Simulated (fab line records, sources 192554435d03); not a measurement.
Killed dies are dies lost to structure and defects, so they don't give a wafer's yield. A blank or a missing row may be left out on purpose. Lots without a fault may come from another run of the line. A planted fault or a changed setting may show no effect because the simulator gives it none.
Which tool did it? | flow n5_finfet | 10 lots, 30 wafers sampled, at 6 steps of a route of 1938

WHAT THE GAUGES READ, wafer by wafer
N5_ZERO_LAYER_CD_MEAS_11: target cd 2000 nm. Usual: cd_nm 2000.5 nm, standard deviation 2.3.
lot  | measured    | on        | cd_nm (nm)           | flag
L516 | day 1 12:39 | cd_sem-01 | 1999.2 1996.9 1998.8 |
L517 | day 1 18:39 | cd_sem-02 | 1999.0 1999.1 2004.0 |
L518 | day 2 00:46 | cd_sem-02 | 2004.7 2002.0 1999.0 |
L519 | day 2 06:40 | cd_sem-01 | 1999.5 1999.5 2001.3 |
L528 | day 4 12:49 | cd_sem-02 | 1997.0 1992.8 1992.5 |
L529 | day 4 18:39 | cd_sem-03 | 1998.8 1988.8 2001.6 |
L531 | day 5 06:46 | cd_sem-02 | 2000.0 2001.6 2004.2 |
L533 | day 5 18:38 | cd_sem-03 | 2000.3 2002.3 2002.6 |
L536 | day 6 12:47 | cd_sem-03 | 1995.8 1997.2 1999.7 |
L538 | day 7 00:38 | cd_sem-02 | 1999.6 2001.3 2002.9 |

N5_ZERO_LAYER_INSPECT_20: inspects for defects (darkfield). Usual: raw_defect_count 36, standard deviation 16.
lot  | measured    | on                | raw_defect_count | flag
L516 | day 1 13:15 | defect_inspect-01 | 65 28 26         |
L517 | day 1 19:20 | defect_inspect-01 | 18 24 23         |
L518 | day 2 01:23 | defect_inspect-01 | 36 19 29         |
L519 | day 2 07:16 | defect_inspect-02 | 23 14 32         |
L528 | day 4 13:25 | defect_inspect-01 | 30 14 25         |
L529 | day 4 19:16 | defect_inspect-01 | 19 17 19         |
L531 | day 5 07:23 | defect_inspect-02 | 70 41 71         |
L533 | day 5 19:23 | defect_inspect-01 | 20 19 28         |
L536 | day 6 13:34 | defect_inspect-01 | 39 38 34         |
L538 | day 7 01:16 | defect_inspect-01 | 27 50 39         |

N5_PMOS_HMC_CHANNEL_EPI_INSPECT_30: inspects for defects (darkfield). Usual: raw_defect_count 18, standard deviation 6.3.
lot  | measured    | on                | raw_defect_count | flag
L516 | day 1 19:43 | defect_inspect-02 | 24 23 27         |
L517 | day 2 01:46 | defect_inspect-01 | 8 23 19          |
L518 | day 2 08:02 | defect_inspect-02 | 15 22 9          |
L519 | day 2 13:52 | defect_inspect-02 | 15 10 14         |
L528 | day 4 20:01 | defect_inspect-01 | 20 13 19         |
L529 | day 5 02:14 | defect_inspect-02 | 16 16 16         |
L531 | day 5 15:01 | defect_inspect-02 | 14 15 28         |
L533 | day 6 02:08 | defect_inspect-01 | 21 30 23         |
L536 | day 6 20:23 | defect_inspect-01 | 19 8 16          |
L538 | day 7 08:22 | defect_inspect-02 | 26 18 26         |

N5_BEOL_M4_RC_MEAS_101. Usual: DIBL_N 36.7 mV/V, standard deviation 1.8; DIBL_P 37.0 mV/V, standard deviation 2.4; IOFF_N 0.17 nA/um, standard deviation 0.036; IOFF_P 0.22 nA/um, standard deviation 0.042; ION_N 673 uA/um, standard deviation 12; ION_P 462 uA/um, standard deviation 8.5; SS_N 71.7 mV/dec, standard deviation 0.62; SS_P 73.4 mV/dec, standard deviation 0.65; VT_N 250 mV, standard deviation 3.7; VT_P -250 mV, standard deviation 3.7.
lot  | measured     | on        | DIBL_N (mV/V)  | DIBL_P (mV/V)  | IOFF_N (nA/um) | IOFF_P (nA/um) | ION_N (uA/um) | ION_P (uA/um) | SS_N (mV/dec)  | SS_P (mV/dec)  | VT_N (mV)   | VT_P (mV)      | flag
L516 | day 8 22:50  | prober-01 | 38.0 36.5 37.5 | 39.7 37.5 39.1 | 0.19 0.16 0.18 | 0.24 0.20 0.23 | 682 676 678   | 462 460 458   | 72.3 71.0 71.5 | 73.6 73.5 74.0 | 247 250 248 | -250 -252 -251 |
L517 | day 8 20:34  | prober-02 | 38.5 38.2 37.8 | 39.0 39.0 37.4 | 0.19 0.21 0.19 | 0.25 0.24 0.22 | 671 675 667   | 461 460 457   | 71.5 71.9 72.0 | 73.3 74.6 73.4 | 250 245 250 | -250 -250 -249 |
L518 | day 9 03:59  | prober-02 | 36.8 36.4 38.0 | 37.0 36.0 38.4 | 0.15 0.14 0.18 | 0.20 0.18 0.21 | 660 666 667   | 460 460 457   | 72.2 71.8 72.5 | 73.1 73.5 73.6 | 252 253 251 | -253 -255 -253 |
L519 | day 9 19:53  | prober-02 | 38.2 35.4 36.1 | 38.0 34.7 35.7 | 0.18 0.13 0.15 | 0.24 0.20 0.21 | 671 674 661   | 462 470 462   | 72.3 71.2 71.0 | 73.9 72.7 72.8 | 249 253 250 | -246 -248 -251 |
L528 | day 11 22:43 | prober-01 | 36.3 31.7 38.1 | 38.6 31.5 40.0 | 0.17 0.10 0.20 | 0.25 0.15 0.28 | 680 651 668   | 468 457 464   | 71.7 69.3 72.6 | 74.3 72.0 74.5 | 246 256 248 | -247 -250 -248 |
L529 | day 12 07:16 | prober-01 | 34.9 35.1 34.5 | 37.2 36.2 36.0 | 0.14 0.13 0.13 | 0.22 0.19 0.19 | 669 664 674   | 465 460 463   | 70.8 71.2 71.3 | 73.9 74.0 73.4 | 252 255 250 | -251 -253 -253 |
L531 | day 12 05:52 | prober-02 | 38.3 36.7 38.1 | 41.0 38.9 40.2 | 0.20 0.19 0.22 | 0.29 0.27 0.29 | 686 693 693   | 484 477 479   | 72.5 71.0 71.9 | 74.2 73.6 73.2 | 246 246 241 | -244 -244 -246 |
L533 | day 12 18:59 | prober-02 | 39.3 40.1 37.9 | 41.1 41.8 40.0 | 0.23 0.24 0.21 | 0.29 0.32 0.28 | 690 694 692   | 478 473 478   | 71.9 72.3 72.5 | 73.8 74.4 74.2 | 243 243 243 | -244 -242 -242 |
L536 | day 13 12:33 | prober-01 | 35.7 36.7 32.1 | 34.9 36.2 30.0 | 0.15 0.17 0.10 | 0.19 0.22 0.14 | 678 686 662   | 461 464 456   | 71.4 71.0 70.7 | 73.1 73.8 72.4 | 251 250 256 | -249 -249 -255 |
L538 | day 14 18:44 | prober-02 | 37.6 36.9 36.6 | 38.4 37.5 37.7 | 0.18 0.16 0.16 | 0.24 0.22 0.23 | 684 671 676   | 467 460 469   | 72.0 71.8 71.8 | 72.7 73.1 73.9 | 248 249 249 | -250 -254 -251 |

WHICH TOOL RAN EACH LOT (tool, then ch and the chambers of the sampled wafers, then the start)
lot  | N5_ZERO_LAYER_DEVELOP_10         | N5_PMOS_HMC_CHANNEL_EPI_EPI_26
L516 | litho_track-03 ch 0, day 1 12:32 | epi_rpcvd-01 ch 0, day 1 19:30
L517 | litho_track-01 ch 0, day 1 18:32 | epi_rpcvd-04 ch 0, day 2 01:27
L518 | litho_track-03 ch 0, day 2 00:39 | epi_rpcvd-01 ch 0, day 2 07:40
L519 | litho_track-04 ch 0, day 2 06:32 | epi_rpcvd-04 ch 0, day 2 13:30
L528 | litho_track-04 ch 0, day 4 12:41 | epi_rpcvd-04 ch 0, day 4 19:43
L529 | litho_track-04 ch 0, day 4 18:32 | epi_rpcvd-01 ch 0, day 5 01:58
L531 | litho_track-01 ch 0, day 5 06:39 | epi_rpcvd-03 ch 0, day 5 14:33
L533 | litho_track-03 ch 0, day 5 18:32 | epi_rpcvd-01 ch 0, day 6 01:52
L536 | litho_track-03 ch 0, day 6 12:41 | epi_rpcvd-04 ch 0, day 6 20:01
L538 | litho_track-01 ch 0, day 7 00:32 | epi_rpcvd-01 ch 0, day 7 08:00
- N5_ZERO_LAYER_DEVELOP_10: develop time 60 s.
- N5_PMOS_HMC_CHANNEL_EPI_EPI_26: deposits Si from SiH4/H2, target thk 3.8 nm, time 22.7 s.

WHAT THE TOOLS THEMSELVES READ (means of the sampled wafers that have a number; where no wafer has one, the mark that the record gives instead)
N5_PMOS_HMC_CHANNEL_EPI_EPI_26. Usual: susceptor_temp_C_max 651.1, standard deviation 0.37; throttle_valve_pct 11.2 %, standard deviation 0.3.
lot  | tool         | susceptor_temp_C_max | throttle_valve_pct (%) | flag
L516 | epi_rpcvd-01 | 650.8                | 11.3                   |
L517 | epi_rpcvd-04 | 651.1                | 11.0                   |
L518 | epi_rpcvd-01 | 651.2                | 11.4                   |
L519 | epi_rpcvd-04 | 651.3                | 11.1                   |
L528 | epi_rpcvd-04 | 651.2                | 11.1                   |
L529 | epi_rpcvd-01 | 651.0                | 11.5                   |
L531 | epi_rpcvd-03 | 651.2                | 10.6                   |
L533 | epi_rpcvd-01 | 650.9                | 11.5                   |
L536 | epi_rpcvd-04 | 651.5                | 11.1                   |
L538 | epi_rpcvd-01 | 650.7                | 11.6                   |

THE ANSWER, worked out from the rows above alone
Rule: a lot is off if the mean of its wafers that have a number lies more than 3 standard deviations from the usual mean. A lot without any number at a reading at which 4 lots or more have one is off too. The other lots that the step has rows for count as sound. The gauges are gone through in route order, then the tools' own readings, and for those a lot's mean is taken as printed above. The first step at which some lot is off is used, and at that step the reading that is off furthest; a lot without a number counts as furthest.
No lot is off at any reading shown: from this, nothing can be told.

WHAT THE SIMULATOR HAD PUT IN
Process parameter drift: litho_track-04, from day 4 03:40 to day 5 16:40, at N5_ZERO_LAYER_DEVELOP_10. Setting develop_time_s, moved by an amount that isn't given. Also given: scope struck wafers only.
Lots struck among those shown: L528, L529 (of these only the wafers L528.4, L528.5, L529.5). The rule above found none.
